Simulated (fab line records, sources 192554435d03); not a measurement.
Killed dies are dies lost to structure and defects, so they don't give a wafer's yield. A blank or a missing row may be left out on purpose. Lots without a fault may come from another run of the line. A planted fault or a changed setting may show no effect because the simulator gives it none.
Chamber matching | flow n5_finfet | N5_BEOL_M5_ETCH_75 on rie_diel-03: 4 sister chambers
The step etches underlayer in N2/H2, target depth 6.5 nm, time 5.2 s. 4 wafers are shown with their chamber, then 10 later ones without.

WAFERS WITH THEIR CHAMBER
wafer  | chamber | throttle_valve_pct (%)
L083.1 | 0       | 17.6
L083.5 | 3       | 18.6
L088.1 | 1       | 17.4
L088.2 | 2       | 17.6

WAFERS WITHOUT THEIR CHAMBER
wafer  | throttle_valve_pct (%)
L088.3 | 17.6
L088.4 | 18.2
L088.5 | 17.6
L088.6 | 18.2
L094.4 | 17.6
L094.5 | 17.6
L094.6 | 18.2
L096.1 | 17.4
L096.2 | 18.2
L096.4 | 17.6

WHICH CHAMBER EACH WENT THROUGH
wafer  | from the rows above               | in truth
L088.3 | can't be placed: 0 or 2 or 1      | 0
L088.4 | can't be placed: 3 or 0 or 2 or 1 | 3
L088.5 | can't be placed: 0 or 2 or 1      | 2
L088.6 | can't be placed: 3 or 0 or 2 or 1 | 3
L094.4 | can't be placed: 0 or 2 or 1      | 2
L094.5 | can't be placed: 0 or 2 or 1      | 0
L094.6 | can't be placed: 3 or 0 or 2 or 1 | 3
L096.1 | can't be placed: 1 or 0 or 2      | 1
L096.2 | can't be placed: 3 or 0 or 2 or 1 | 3
L096.4 | can't be placed: 0 or 2 or 1      | 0
Placed correctly: 0 of 10. Can't be placed from these rows: 10 (the true chamber is among the candidates in 10). Placed wrongly: 0.
How it was worked out, from the rows above alone: a wafer's distance from a chamber is the root of the sum, over the readings, of the square of ((its reading less the chamber's mean) divided by the reading's scatter). The wafer belongs to the nearest chamber; if the next one is less than 2 further off, it can't be placed. A chamber's mean is the mean of its shown wafers. The scatter: with one shown wafer a chamber, the root of the mean of the squares of how far each hidden wafer lies from its nearest shown one.
